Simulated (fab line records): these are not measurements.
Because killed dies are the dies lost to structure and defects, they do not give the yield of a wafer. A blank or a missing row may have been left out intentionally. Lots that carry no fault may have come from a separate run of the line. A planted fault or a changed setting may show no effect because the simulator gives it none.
Which of the tools did it? || flow nandHarc || 18 wafers from 6 lots sampled at 5 of the route's 1302 steps

## WHAT THE GAUGES READ, wafer by wafer
NHARC_END_SORT_01.
{"lot": "L660", "measured": "day 29 11:55", "on": "prober-01", "killedAtArray": "52 56 61"}
{"lot": "L668", "measured": "day 32 01:14", "on": "prober-01", "killedAtArray": "44 38 38"}

## TOOL THAT RAN EACH LOT (tool first, then ch and the chambers of the sampled wafers, then the start)
{"lot": "L650", "NHARC_A_CHANNEL_FILL_D2_ALD_15": "aldSinBatch-02 ch 0, day 16 07:56 or earlier", "NHARC_A_CHANNEL_FILL_D2_CMP_10": "cmp-03 ch 1,3, day 16 07:56", "NHARC_A_CHANNEL_FILL_D2_RTA_24": "rtpAnneal-02 ch 0, day 16 08:23", "NHARC_A_STAIRCASE_DESCUM_168": "rieDiel-02 ch 1,2, day 16 09:35"}
{"lot": "L653", "NHARC_A_CHANNEL_FILL_D2_ALD_15": "aldSinBatch-02 ch 0, day 16 14:02 or earlier", "NHARC_A_CHANNEL_FILL_D2_CMP_10": "cmp-03 ch 0,2,3, day 16 14:02", "NHARC_A_CHANNEL_FILL_D2_RTA_24": "rtpAnneal-02 ch 0, day 16 14:25", "NHARC_A_STAIRCASE_DESCUM_168": "rieDiel-05 ch 1,3, day 16 15:42"}
{"lot": "L655", "NHARC_A_CHANNEL_FILL_D2_ALD_15": "aldSinBatch-02 ch 0, day 17 04:08 or earlier", "NHARC_A_CHANNEL_FILL_D2_CMP_10": "cmp-03 ch 1,2,3, day 17 04:08", "NHARC_A_CHANNEL_FILL_D2_RTA_24": "rtpAnneal-01 ch 0, day 17 04:50", "NHARC_A_STAIRCASE_DESCUM_168": "rieDiel-05 ch 1,2,3, day 17 06:06"}
{"lot": "L658", "NHARC_A_CHANNEL_FILL_D2_ALD_15": "aldSinBatch-02 ch 0, day 18 21:10 or earlier", "NHARC_A_CHANNEL_FILL_D2_CMP_10": "cmp-03 ch 0,2,3, day 18 21:10", "NHARC_A_CHANNEL_FILL_D2_RTA_24": "rtpAnneal-02 ch 0, day 18 21:34", "NHARC_A_STAIRCASE_DESCUM_168": "rieDiel-04 ch 1,2,3, day 18 22:49"}
{"lot": "L660", "NHARC_A_CHANNEL_FILL_D2_ALD_15": "aldSinBatch-02 ch 0, day 20 01:35 or earlier", "NHARC_A_CHANNEL_FILL_D2_CMP_10": "cmp-01 ch 0,1,3, day 20 01:35", "NHARC_A_CHANNEL_FILL_D2_RTA_24": "rtpAnneal-01 ch 0, day 20 02:02", "NHARC_A_STAIRCASE_DESCUM_168": "rieDiel-05 ch 1,2, day 20 05:41"}
{"lot": "L668", "NHARC_A_CHANNEL_FILL_D2_ALD_15": "aldSinBatch-02 ch 0, day 23 01:15 or earlier", "NHARC_A_CHANNEL_FILL_D2_CMP_10": "cmp-04 ch 1,3, day 23 01:15", "NHARC_A_CHANNEL_FILL_D2_RTA_24": "rtpAnneal-01 ch 0, day 23 01:38", "NHARC_A_STAIRCASE_DESCUM_168": "rieDiel-05 ch 0,1, day 23 03:29"}
- NHARC_A_CHANNEL_FILL_D2_ALD_15: deposits SiNx, target thk 2 nm, pulse time 60 s, ald cycles 19.
- NHARC_A_CHANNEL_FILL_D2_CMP_10: polishes, target thk 150 nm.
- NHARC_A_CHANNEL_FILL_D2_RTA_24: time 5 s.
- NHARC_A_STAIRCASE_DESCUM_168: chemistry O2, time 3 s.

## THE ANSWER, worked out from the rows above alone
Rule: the usual values come from the lots themselves. Put in order of their means at a reading, lots are off if they are a third of the lots or fewer, leave a main group of 4 or more, and stand apart from it by a gap of 3 or more times the standard deviation of the main group's means; of several such gaps the widest counts. A main group is skipped when, at the precision printed for the reading in the tables above, its means are all equal. A lot without any number at a reading at which 4 lots or more have one is off too. Where the step has rows for the other lots, those lots are counted as sound.
Across all readings shown, no lot is off: no conclusion can be drawn from this.

## WHAT THE SIMULATOR HAD INSERTED
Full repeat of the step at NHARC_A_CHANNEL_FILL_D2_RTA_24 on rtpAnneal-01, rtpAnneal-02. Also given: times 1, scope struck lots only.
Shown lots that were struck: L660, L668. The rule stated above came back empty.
